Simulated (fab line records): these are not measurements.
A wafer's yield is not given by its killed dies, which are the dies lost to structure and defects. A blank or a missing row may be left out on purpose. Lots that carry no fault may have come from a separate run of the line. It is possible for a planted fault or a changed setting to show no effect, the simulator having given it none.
Matching of chambers / flow n5_finfet / N5_BEOL_M4_ETCH_64 on rie_diel-04 has 4 sister chambers
The step etches SOC in N2/H2, target depth 75 nm, overetch 22.5 nm, time 121.9 s. 4 wafers are shown with their chamber, then 11 later ones without.

## WAFERS, EACH WITH ITS CHAMBER
wafer=L087.2; chamber=0; drypump_motor_current_A (A)=4.8
wafer=L089.3; chamber=3; drypump_motor_current_A (A)=5.7
wafer=L088.4; chamber=2; drypump_motor_current_A (A)=5.8
wafer=L091.2; chamber=1; drypump_motor_current_A (A)=5.9

## WAFERS WHOSE CHAMBER IS MISSING
wafer=L091.4; drypump_motor_current_A (A)=4.7
wafer=L091.6; drypump_motor_current_A (A)=5.9
wafer=L093.1; drypump_motor_current_A (A)=5.9
wafer=L093.5; drypump_motor_current_A (A)=5.8
wafer=L093.6; drypump_motor_current_A (A)=5.8
wafer=L095.2; drypump_motor_current_A (A)=5.8
wafer=L095.3; drypump_motor_current_A (A)=4.7
wafer=L095.4; drypump_motor_current_A (A)=5.8
wafer=L097.1; drypump_motor_current_A (A)=4.8
wafer=L097.2; drypump_motor_current_A (A)=5.9
wafer=L097.3; drypump_motor_current_A (A)=5.8

## WHICH CHAMBER EACH WENT THROUGH
wafer=L091.4; from the rows above=0; in truth=0
wafer=L091.6; from the rows above=1; in truth=1
wafer=L093.1; from the rows above=1; in truth=1
wafer=L093.5; from the rows above=2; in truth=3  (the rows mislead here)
wafer=L093.6; from the rows above=2; in truth=2
wafer=L095.2; from the rows above=2; in truth=2
wafer=L095.3; from the rows above=0; in truth=0
wafer=L095.4; from the rows above=2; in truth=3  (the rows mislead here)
wafer=L097.1; from the rows above=0; in truth=0
wafer=L097.2; from the rows above=1; in truth=1
wafer=L097.3; from the rows above=2; in truth=2
Correctly placed: 9 of 11. Can't be placed from these rows: 0. Number placed wrongly: 2.
How it was worked out, from the rows above alone: a wafer's distance from a chamber is the root of the sum, over the readings, of the square of ((its reading less the chamber's mean) divided by the reading's scatter). The wafer belongs to the nearest chamber; if the next one is less than 2 further off, it can't be placed. Each chamber's mean is taken over the wafers shown for it. The scatter: root of mean squared gap, hidden wafer to nearest shown wafer, with one shown wafer a chamber.
